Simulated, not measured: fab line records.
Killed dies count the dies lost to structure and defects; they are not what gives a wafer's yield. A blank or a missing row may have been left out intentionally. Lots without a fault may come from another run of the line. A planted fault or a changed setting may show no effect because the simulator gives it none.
Chamber matching	flow n5 finfet	N5_BEOL_M4_PRE_CLEAN_60 on cvd co-02: 3 sister chambers
The step time 15 s. 22 wafers are shown with their chamber, then 11 later ones without.

WAFERS PAIRED WITH THEIR CHAMBERS
wafer	chamber	heater power outer w (W)	heater power w (W)
L075.1	1	28	93
L075.4	1	27	100
L075.5	2	44	105
L077.2	0	1	34
L077.5	2	43	105
L077.6	0	1	34
L079.1	0	1	34
L079.2	2	44	106
L079.5	0	1	34
L081.2	0	1	34
L081.3	1	28	99
L081.6	1	28	100
L080.3	2	43	106
L080.5	1	27	98
L080.6	0	1	35
L084.4	0	1	35
L084.5	1	28	93
L084.6	2	43	105
L088.1	1	28	99
L088.5	0	1	35
L088.6	1	28	98
L090.2	2	43	107

SIGNATURES, as means of the wafers listed above
reading	chamber 0	chamber 1	chamber 2	scatter within a chamber
heater power outer w	1.00	27.75	43.33	0.386
heater power w	34.38	97.50	105.67	1.82
Rule: a wafer lies at a distance from a chamber equal to the root of the sum of squares, over the readings, of (its reading less the chamber's mean, divided by the reading's scatter). If the next closest chamber is less than 2 further off than the closest, the wafer can't be placed; otherwise it belongs to the closest. The scatter: the root of (the sum of the squares of (reading less its chamber's mean) over the shown wafers, divided by (wafers less chambers)).

WAFERS MISSING THEIR CHAMBER
wafer	heater power outer w (W)	heater power w (W)
L090.5	43	107
L090.6	27	97
L091.1	1	36
L091.4	1	36
L091.5	28	98
L092.4	44	103
L092.5	28	96
L092.6	2	35
L097.2	2	34
L097.3	44	107
L097.4	28	97

WHICH CHAMBER EACH ONE RAN IN
wafer	from the rows above	in truth
L090.5	2	2
L090.6	1	1
L091.1	0	0
L091.4	0	0
L091.5	1	1
L092.4	2	2
L092.5	1	1
L092.6	0	0
L097.2	0	0
L097.3	2	2
L097.4	1	1
Correct placement for 11 of the 11. Left unplaced by these rows: 0. Number placed wrongly: 0.
